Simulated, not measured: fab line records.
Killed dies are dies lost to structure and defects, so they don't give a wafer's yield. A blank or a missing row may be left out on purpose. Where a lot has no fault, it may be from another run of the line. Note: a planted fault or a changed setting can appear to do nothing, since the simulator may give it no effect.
The tool behind it: which one? | flow nand harc | 36 wafers from 12 lots sampled at 4 of the route's 1159 steps

== WHAT THE GAUGES SHOWED, per wafer ==
Not one reading of a measure or inspect step in the record can be checked against a usual standard deviation.

== WHAT TOOL EACH LOT RAN ON (gives the tool, then ch and the chambers of the sampled wafers, and finally the start) ==
lot  | NHARC_A_STAIRCASE_TRIM_14                     | NHARC_A_STAIRCASE_TRIM_196         | NHARC_A_STAIRCASE_ETCH_199                    | NHARC_A_STAIRCASE_ETCH_201
L151 | rie diel-05 ch 0,1,3, day 11 09:21 or earlier | rie diel-10 ch 0,3, day 11 09:21   | rie diel-10 ch 0,1, day 11 10:05 or earlier   | rie diel-10 ch 0,1, day 11 10:05
L152 | rie diel-05 ch 0,3, day 11 13:48 or earlier   | rie diel-01 ch 0,3, day 11 13:48   | rie diel-01 ch 0,1,2, day 11 14:48 or earlier | rie diel-01 ch 2,3, day 11 14:48
L155 | rie diel-01 ch 2,3, day 12 04:16 or earlier   | rie diel-10 ch 0,2, day 12 04:16   | rie diel-10 ch 2,3, day 12 04:55 or earlier   | rie diel-10 ch 0,1, day 12 04:55
L156 | rie diel-01 ch 0,1,3, day 12 18:44 or earlier | rie diel-10 ch 1,2,3, day 12 18:44 | rie diel-10 ch 0,1,2, day 12 19:54 or earlier | rie diel-10 ch 0,1, day 12 19:54
L158 | rie diel-05 ch 0,1,2, day 13 01:07 or earlier | rie diel-05 ch 0,2,3, day 13 01:07 | rie diel-05 ch 0,2,3, day 13 01:51 or earlier | rie diel-05 ch 1,2,3, day 13 01:51
L159 | rie diel-05 ch 0,1, day 13 05:19 or earlier   | rie diel-05 ch 1,2, day 13 05:19   | rie diel-05 ch 0,2, day 13 06:11 or earlier   | rie diel-05 ch 0,2, day 13 06:11
L157 | rie diel-10 ch 0,2,3, day 13 05:42 or earlier | rie diel-05 ch 0,1, day 13 05:42   | rie diel-05 ch 0,1, day 13 06:35 or earlier   | rie diel-05 ch 1,2, day 13 06:35
L160 | rie diel-01 ch 0,1,3, day 13 16:46 or earlier | rie diel-05 ch 1,2, day 13 16:46   | rie diel-05 ch 1,2, day 13 17:31 or earlier   | rie diel-05 ch 1,2, day 13 17:31
L163 | rie diel-05 ch 1,2,3, day 14 10:10 or earlier | rie diel-05 ch 0,1,2, day 14 10:10 | rie diel-05 ch 0,2,3, day 14 10:48 or earlier | rie diel-05 ch 0,1,3, day 14 10:48
L166 | rie diel-10 ch 1,2, day 14 22:50 or earlier   | rie diel-01 ch 0,1,2, day 14 22:50 | rie diel-01 ch 0,2,3, day 14 23:33 or earlier | rie diel-01 ch 0,3, day 14 23:33
L168 | rie diel-10 ch 0,1,2, day 15 13:34 or earlier | rie diel-10 ch 0,2,3, day 15 13:34 | rie diel-10 ch 1,2,3, day 15 14:14 or earlier | rie diel-10 ch 1,2,3, day 15 14:14
L173 | rie diel-01 ch 0,2,3, day 16 08:32 or earlier | rie diel-05 ch 0,3, day 16 08:32   | rie diel-05 ch 0,2,3, day 16 09:13 or earlier | rie diel-05 ch 0,1,2, day 16 09:13
- NHARC_A_STAIRCASE_TRIM_14: chemistry O2, time 211.2 s.
- NHARC_A_STAIRCASE_TRIM_196: chemistry O2, time 211.2 s.
- NHARC_A_STAIRCASE_ETCH_199: etches the open film in C4F8/O2, target depth 100 nm, time 40.5 s.
- NHARC_A_STAIRCASE_ETCH_201: etches the open film in C4F8/O2, target depth 100 nm, time 40.5 s.

== WHAT THE TOOLS THEMSELVES READ (means of the sampled wafers that have a number; where no wafer has one, the mark that the record gives instead) ==
NHARC_A_STAIRCASE_TRIM_14. Usual: drypump motor current A 5.6 A, standard deviation 0.42; oes product au 1.003 a.u., standard deviation 0.0066; rf vpp V 57.7 V, standard deviation 0.87; showerhead plenum p Torr 3.50 Torr, standard deviation 0.16; throttle valve pct 17.036 %, standard deviation 0.0083.
lot  | tool        | drypump motor current A (A) | oes product au (a.u.) | rf vpp V (V) | showerhead plenum p Torr (Torr) | throttle valve pct (%) | flag
L151 | rie diel-05 | 5.7                         | 1.003                 | 57.3         | 3.42                            | 17.036                 |
L152 | rie diel-05 | 5.7                         | 1.004                 | 56.8         | 3.34                            | 17.029                 |
L155 | rie diel-01 | 5.3                         | 1.000                 | 58.1         | 3.33                            | 17.041                 |
L156 | rie diel-01 | 5.5                         | 0.996                 | 57.3         | 3.46                            | 17.035                 |
L158 | rie diel-05 | 5.8                         | 1.004                 | 57.8         | 3.45                            | 17.040                 |
L159 | rie diel-05 | 6.1                         | 1.001                 | 57.4         | 3.35                            | 17.030                 |
L157 | rie diel-10 | 5.5                         | 1.005                 | 58.0         | 3.57                            | 17.040                 |
L160 | rie diel-01 | 5.5                         | 0.997                 | 57.9         | 3.45                            | 17.037                 |
L163 | rie diel-05 | 5.4                         | 1.008                 | 57.4         | 3.50                            | 17.036                 |
L166 | rie diel-10 | 5.6                         | 1.003                 | 58.3         | 3.75                            | 17.035                 |
L168 | rie diel-10 | 5.6                         | 0.998                 | 57.3         | 3.60                            | 17.035                 |
L173 | rie diel-01 | 5.3                         | 1.010                 | 57.9         | 3.50                            | 17.033                 |

NHARC_A_STAIRCASE_TRIM_196. Usual: drypump motor current A 5.6 A, standard deviation 0.4; oes product au 1.001 a.u., standard deviation 0.0075; rf vpp V 57.6 V, standard deviation 0.95; showerhead plenum p Torr 3.52 Torr, standard deviation 0.17; throttle valve pct 17.037 %, standard deviation 0.0081.
lot  | tool        | drypump motor current A (A) | oes product au (a.u.) | rf vpp V (V) | showerhead plenum p Torr (Torr) | throttle valve pct (%) | flag
L151 | rie diel-10 | 5.2                         | 0.997                 | 57.2         | 3.45                            | 17.035                 |
L152 | rie diel-01 | 5.4                         | 0.999                 | 56.5         | 3.37                            | 17.032                 |
L155 | rie diel-10 | 5.5                         | 1.009                 | 57.6         | 3.47                            | 17.042                 |
L156 | rie diel-10 | 5.6                         | 0.998                 | 58.6         | 3.72                            | 17.037                 |
L158 | rie diel-05 | 5.5                         | 1.006                 | 56.9         | 3.42                            | 17.039                 |
L159 | rie diel-05 | 5.8                         | 1.005                 | 57.6         | 3.52                            | 17.041                 |
L157 | rie diel-05 | 6.1                         | 0.994                 | 57.3         | 3.42                            | 17.041                 |
L160 | rie diel-05 | 5.8                         | 1.003                 | 57.9         | 3.52                            | 17.045                 |
L163 | rie diel-05 | 5.9                         | 0.999                 | 57.9         | 3.44                            | 17.034                 |
L166 | rie diel-01 | 5.6                         | 1.000                 | 57.3         | 3.46                            | 17.039                 |
L168 | rie diel-10 | 5.5                         | 1.008                 | 58.0         | 3.56                            | 17.038                 |
L173 | rie diel-05 | 5.7                         | 1.006                 | 58.5         | 3.68                            | 17.040                 |

NHARC_A_STAIRCASE_ETCH_199. Usual: oes product au 0.943 a.u., standard deviation 0.012; rf vpp V 896 V, standard deviation 6.2; run length s 61.7 s, standard deviation 0.34.
lot  | tool        | oes product au (a.u.) | rf vpp V (V) | run length s (s) | flag
L151 | rie diel-10 | 0.947                 | 895          | 61.7             |
L152 | rie diel-01 | 0.932                 | 894          | 61.9             |
L155 | rie diel-10 | 0.953                 | 901          | 61.6             |
L156 | rie diel-10 | 0.927                 | 899          | 62.0             |
L158 | rie diel-05 | 0.942                 | 892          | 61.6             |
L159 | rie diel-05 | 0.933                 | 890          | 61.7             |
L157 | rie diel-05 | 0.933                 | 889          | 61.6             |
L160 | rie diel-05 | 0.947                 | 895          | 62.1             |
L163 | rie diel-05 | 0.957                 | 892          | 61.6             |
L166 | rie diel-01 | 0.951                 | 895          | 61.9             |
L168 | rie diel-10 | 0.939                 | 902          | 61.9             |
L173 | rie diel-05 | 0.961                 | 898          | 61.5             |

NHARC_A_STAIRCASE_ETCH_201. Usual: oes product au 0.944 a.u., standard deviation 0.0099; rf vpp V 896 V, standard deviation 6.3; run length s 61.7 s, standard deviation 0.33.
lot  | tool        | oes product au (a.u.) | rf vpp V (V) | run length s (s) | flag
L151 | rie diel-10 | 0.957                 | 901          | 61.7             |
L152 | rie diel-01 | 0.935                 | 889          | 62.1             |
L155 | rie diel-10 | 0.942                 | 900          | 61.8             |
L156 | rie diel-10 | 0.949                 | 894          | 61.6             |
L158 | rie diel-05 | 0.951                 | 896          | 61.8             |
L159 | rie diel-05 | 0.940                 | 894          | 61.7             |
L157 | rie diel-05 | 0.936                 | 897          | 61.7             |
L160 | rie diel-05 | 0.942                 | 895          | 61.9             |
L163 | rie diel-05 | 0.947                 | 891          | 61.4             |
L166 | rie diel-01 | 0.950                 | 896          | 61.5             |
L168 | rie diel-10 | 0.931                 | 903          | 61.1             |
L173 | rie diel-05 | 0.957                 | 900          | 61.9             |

== THE ANSWER, worked out from the rows above alone ==
Rule: lot off if the mean of its wafers having a number is beyond 3 standard deviations from the usual mean. A lot without any number at a reading at which 4 lots or more have one is off too. Any other lot the step has rows for is counted as sound. Order of review: gauges by route order, followed by the tools' own readings, for which a lot's mean as printed above is used. The first step at which some lot is off is used, and at that step the reading that is off furthest; a lot without a number counts as furthest.
None of the lots is off at any reading shown; this tells nothing.

== WHAT HAD BEEN PUT IN BY THE SIMULATOR ==
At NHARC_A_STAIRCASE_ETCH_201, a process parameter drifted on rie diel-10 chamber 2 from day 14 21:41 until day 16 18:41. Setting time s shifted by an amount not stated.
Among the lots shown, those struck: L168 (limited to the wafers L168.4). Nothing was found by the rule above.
